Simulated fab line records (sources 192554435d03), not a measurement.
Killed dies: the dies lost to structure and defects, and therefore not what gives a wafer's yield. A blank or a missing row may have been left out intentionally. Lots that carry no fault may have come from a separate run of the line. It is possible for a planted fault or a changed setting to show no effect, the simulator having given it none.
Matching of chambers :: flow n5_finfet :: N5_GATE_CUT_CMP_02 on cmp-01 has 4 sister chambers
The step polishes, stops on SiO2, t overpolish 12.7 s, target thk 0 nm. 20 wafers are shown with their chamber, then 10 later ones without.

## WAFERS, EACH WITH ITS CHAMBER
wafer: L075.2
chamber: 3
motor_current_A (A): 8.9
time_to_endpoint_s (s): 26
platen_rpm (rpm): 51.80

wafer: L075.4
chamber: 1
motor_current_A (A): 9.0
time_to_endpoint_s (s): 24
platen_rpm (rpm): 51.81

wafer: L075.6
chamber: 2
motor_current_A (A): 8.0
time_to_endpoint_s (s): 20
platen_rpm (rpm): 51.75

wafer: L077.1
chamber: 1
motor_current_A (A): 9.3
time_to_endpoint_s (s): 25
platen_rpm (rpm): 51.79

wafer: L077.2
chamber: 0
motor_current_A (A): 10.6
time_to_endpoint_s (s): 20
platen_rpm (rpm): 51.83

wafer: L077.6
chamber: 3
motor_current_A (A): 8.6
time_to_endpoint_s (s): 27
platen_rpm (rpm): 51.85

wafer: L080.1
chamber: 3
motor_current_A (A): 8.5
time_to_endpoint_s (s): 27
platen_rpm (rpm): 51.85

wafer: L080.5
chamber: 0
motor_current_A (A): 11.1
time_to_endpoint_s (s): 20
platen_rpm (rpm): 51.72

wafer: L080.6
chamber: 1
motor_current_A (A): 8.8
time_to_endpoint_s (s): 26
platen_rpm (rpm): 51.78

wafer: L081.1
chamber: 3
motor_current_A (A): 8.2
time_to_endpoint_s (s): 24
platen_rpm (rpm): 51.86

wafer: L081.5
chamber: 0
motor_current_A (A): 10.2
time_to_endpoint_s (s): 18
platen_rpm (rpm): 51.82

wafer: L081.6
chamber: 3
motor_current_A (A): 8.5
time_to_endpoint_s (s): 24
platen_rpm (rpm): 51.79

wafer: L082.1
chamber: 2
motor_current_A (A): 7.5
time_to_endpoint_s (s): 25
platen_rpm (rpm): 51.84

wafer: L082.3
chamber: 1
motor_current_A (A): 8.3
time_to_endpoint_s (s): 24
platen_rpm (rpm): 51.71

wafer: L082.5
chamber: 3
motor_current_A (A): 8.3
time_to_endpoint_s (s): 28
platen_rpm (rpm): 51.76

wafer: L086.1
chamber: 3
motor_current_A (A): 8.1
time_to_endpoint_s (s): 27
platen_rpm (rpm): 51.80

wafer: L086.3
chamber: 2
motor_current_A (A): 7.9
time_to_endpoint_s (s): 25
platen_rpm (rpm): 51.81

wafer: L086.5
chamber: 2
motor_current_A (A): 7.8
time_to_endpoint_s (s): 27
platen_rpm (rpm): 51.79

wafer: L087.1
chamber: 1
motor_current_A (A): 9.1
time_to_endpoint_s (s): 27
platen_rpm (rpm): 51.76

wafer: L087.2
chamber: 3
motor_current_A (A): 8.2
time_to_endpoint_s (s): 27
platen_rpm (rpm): 51.80

SIGNATURES (means of the wafers above)
reading: motor_current_A
chamber 0: 10.633
chamber 1: 8.900
chamber 2: 7.800
chamber 3: 8.412
scatter within a chamber: 0.318

reading: time_to_endpoint_s
chamber 0: 19.33
chamber 1: 25.20
chamber 2: 24.25
chamber 3: 26.25
scatter within a chamber: 1.8

reading: platen_rpm
chamber 0: 51.7900
chamber 1: 51.7700
chamber 2: 51.7975
chamber 3: 51.8137
scatter within a chamber: 0.0405
Rule: for each reading, subtract the chamber's mean from the wafer's reading, divide by that reading's scatter and square the result; add these up over the readings and take the root, which gives the wafer's distance from the chamber. The wafer belongs to the nearest chamber; if the next one is less than 2 further off, it can't be placed. How the scatter is found: for the shown wafers, subtract from each reading the mean of its chamber, square and add these, divide the total by (wafers less chambers), then take the root.

## WAFERS WITHOUT THEIR CHAMBER
wafer: L087.3
motor_current_A (A): 7.7
time_to_endpoint_s (s): 26
platen_rpm (rpm): 51.79

wafer: L092.1
motor_current_A (A): 11.2
time_to_endpoint_s (s): 21
platen_rpm (rpm): 51.80

wafer: L092.2
motor_current_A (A): 9.1
time_to_endpoint_s (s): 25
platen_rpm (rpm): 51.82

wafer: L092.3
motor_current_A (A): 7.7
time_to_endpoint_s (s): 21
platen_rpm (rpm): 51.80

wafer: L094.2
motor_current_A (A): 10.9
time_to_endpoint_s (s): 22
platen_rpm (rpm): 51.82

wafer: L094.3
motor_current_A (A): 8.6
time_to_endpoint_s (s): 28
platen_rpm (rpm): 51.86

wafer: L094.5
motor_current_A (A): 7.7
time_to_endpoint_s (s): 25
platen_rpm (rpm): 51.82

wafer: L095.1
motor_current_A (A): 8.1
time_to_endpoint_s (s): 23
platen_rpm (rpm): 51.85

wafer: L095.3
motor_current_A (A): 11.2
time_to_endpoint_s (s): 22
platen_rpm (rpm): 51.83

wafer: L095.6
motor_current_A (A): 8.8
time_to_endpoint_s (s): 29
platen_rpm (rpm): 51.85

## THE CHAMBER EACH PASSED THROUGH
wafer: L087.3
from the rows above: can't be placed: 2 or 3
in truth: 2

wafer: L092.1
from the rows above: 0
in truth: 0

wafer: L092.2
from the rows above: can't be placed: 1 or 3
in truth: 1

wafer: L092.3
from the rows above: can't be placed: 2 or 3
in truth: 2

wafer: L094.2
from the rows above: 0
in truth: 0

wafer: L094.3
from the rows above: can't be placed: 3 or 1
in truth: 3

wafer: L094.5
from the rows above: can't be placed: 2 or 3
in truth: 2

wafer: L095.1
from the rows above: can't be placed: 2 or 3 or 1
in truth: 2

wafer: L095.3
from the rows above: 0
in truth: 0

wafer: L095.6
from the rows above: can't be placed: 3 or 1
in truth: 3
Correct placement for 3 of the 10. From these rows, 7 cannot be placed; in 7 the true chamber is one of the candidates. Placed wrongly: 0.
